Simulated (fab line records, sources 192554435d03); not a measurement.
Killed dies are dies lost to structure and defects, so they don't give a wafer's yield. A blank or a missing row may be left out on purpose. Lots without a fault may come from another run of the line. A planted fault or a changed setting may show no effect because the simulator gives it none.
A struck lot beside a sound one | flow n5_finfet | 15 steps out of a route of 1938
Sound: wafers L882.1, L882.2, L882.6. Struck: wafer L898.3. (L898.4 of the same lot was not struck and is left out.) The cause comes at the end.
At each step with rows: each side's tool, then ch and its chambers, then its first start. Under that, the readings that differ: sound wafers | struck wafers | difference of the means | sigmas: that difference in standard deviations of wafers without a fault.
alike: readings whose means differ by less than 2 such deviations, and words and numbers that are the same on both sides. not compared: withheld readings, readings that some wafer has no value for, bounds like >300 that may hide the same value, and numbers for which the record gives no deviation and whose values overlap.
The two part at a step that has a row with sigmas, a row that says differs or no value, or rows on one side only. Numbers that don't overlap but have no deviation are shown without sigmas and don't part them. A reading that every wafer of one side lacks parts them only if that side has two wafers or more.

first, 8 steps without rows for these wafers: N5_BEOL_M8_COAT_64 (time 60 s, resist thk 12 nm); N5_BEOL_M8_COAT_71 (time 60 s, resist thk 5 nm); N5_BEOL_M8_COAT_22 (resist thk 30 nm); N5_BEOL_M8_EBR_24; N5_BEOL_M8_SOFTBAKE_23 (time 60 s); N5_BEOL_M8_EXPOSE_25 (exposes mask V7, target cd 40 nm); N5_BEOL_M8_PEB_26 (peb time 60 s); N5_BEOL_M8_DEVELOP_27 (develop time 30 s).
N5_BEOL_M8_CD_MEAS_28: target cd 40 nm.
  sound on cd_sem-03 ch 0, day 11 14:47; struck on cd_sem-01 ch 0, day 15 18:04
  alike: cd_nm
N5_BEOL_M8_OVL_MEAS_29:
  sound on overlay-01 ch 0, day 11 14:49; struck on overlay-01 ch 0, day 15 18:06
  alike: V7_OVL
N5_BEOL_M8_INSPECT_30: inspects for defects (brightfield).
  sound on defect_inspect-01, day 11 14:52; struck on defect_inspect-01, day 15 18:08
  alike: raw_defect_count
N5_BEOL_M8_DESCUM_33: chemistry O2, time 7 s.
  sound on rie_diel-01 ch 0,1, day 11 15:02; struck on rie_diel-01 ch 1, day 15 18:20
  alike: drypump_motor_current_A, oes_product_au, rf_vpp_V, showerhead_plenum_p_Torr, throttle_valve_pct
  not compared: rf_hours_counter_h
N5_BEOL_M8_ETCH_72: etches underlayer in N2/H2, target depth 6.5 nm, time 5.2 s.
  sound on rie_diel-01 ch 0,1, day 11 15:04; struck on rie_diel-01 ch 1, day 15 18:22
  reading               | sound          | struck | difference | sigmas
  etch_rf_on_time_s (s) | 5.14 5.36 5.18 | 3.30   | -1.93      | -14
  oes_product_au (a.u.) | 0.70 0.66 0.70 | 0.88   | +0.19      | +4
  alike: drypump_motor_current_A, rf_vpp_V, showerhead_plenum_p_Torr, throttle_valve_pct
  not compared: rf_hours_counter_h
N5_BEOL_M8_ETCH_65: etches SiARC in CF4, target depth 15.6 nm, time 26 s.
  sound on rie_diel-01 ch 0,1, day 11 15:05; struck on rie_diel-01 ch 1, day 15 18:23
  reading            | sound           | struck | difference | sigmas
  mfc_ar_sccm (sccm) | 99.7 99.1 100.3 | 100.4  | +0.7       | +2
  alike: cf4_flow_sccm, drypump_motor_current_A, etch_rf_on_time_s, oes_product_au, rf_vpp_V, showerhead_plenum_p_Torr, throttle_valve_pct
  not compared: rf_hours_counter_h
-- the record jumps here: 3 days lie between the struck wafers' starts before and after (it left off in module BEOL_M8 and takes up again in module PASSIVATION, whose first step shown is number 1936 of the route) --
N5_PASSIVATION_PROBE_49:
  the record has rows for the struck wafers here (prober-02, day 18 20:52) and none for the sound ones

WHERE THEY PART
First at N5_BEOL_M8_ETCH_72; last, within this record, at N5_PASSIVATION_PROBE_49.

WHY: what the simulator had put in
Process parameter drift: rie_diel-01, from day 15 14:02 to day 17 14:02, at N5_BEOL_M8_ETCH_72. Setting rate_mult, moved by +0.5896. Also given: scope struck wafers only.
